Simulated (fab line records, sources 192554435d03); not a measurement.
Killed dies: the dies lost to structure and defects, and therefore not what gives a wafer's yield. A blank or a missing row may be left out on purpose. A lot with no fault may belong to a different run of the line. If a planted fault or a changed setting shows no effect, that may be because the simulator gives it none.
Matching of chambers    flow n5Finfet    N5_MOL_CONTACT_COAG_ALD_27 on aldSin-02 has 4 sister chambers
The step deposits SiOC, target thk 17 nm, pulse time 1.5 s, time 2720 s. 7 wafers are shown with their chamber, then 9 later ones without.

== WAFERS PAIRED WITH THEIR CHAMBERS ==
wafer   chamber  heaterPowerW (W)  precursorPulseHeightRel
L088.2  0        893               1.009
L089.1  3        887               1.011
L089.2  0        917               0.936
L089.3  1        758               1.040
L089.4  2        878               1.011
L089.5  2        876               0.983
L089.6  3        924               1.006

== WAFERS WITHOUT THEIR CHAMBER ==
wafer   heaterPowerW (W)  precursorPulseHeightRel
L091.1  896               0.988
L091.3  901               0.970
L091.6  910               1.000
L093.3  744               1.010
L093.4  862               1.023
L093.5  904               1.014
L097.1  919               1.023
L097.3  918               1.016
L097.5  917               0.990

== CHAMBER TAKEN BY EACH ==
wafer   from the rows above           in truth
L091.1  can't be placed: 0 or 3 or 2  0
L091.3  can't be placed: 0 or 3 or 2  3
L091.6  can't be placed: 3 or 0 or 2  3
L093.3  1                             1
L093.4  can't be placed: 2 or 3 or 0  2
L093.5  can't be placed: 3 or 0 or 2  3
L097.1  can't be placed: 3 or 0 or 2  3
L097.3  can't be placed: 3 or 0 or 2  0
L097.5  can't be placed: 3 or 0 or 2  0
Placed correctly: 1 of 9. These rows do not allow placing 8 (true chamber among the candidates in 8). 0 placed wrongly.
How it was worked out, from the rows above alone: a wafer's distance from a chamber is the root of the sum, over the readings, of the square of ((its reading less the chamber's mean) divided by the reading's scatter). The wafer belongs to the nearest chamber; if the next one is less than 2 further off, it can't be placed. Each chamber's mean is taken over the wafers shown for it. How the scatter is found: for the shown wafers, subtract from each reading the mean of its chamber, square and add these, divide the total by (wafers less chambers), then take the root.
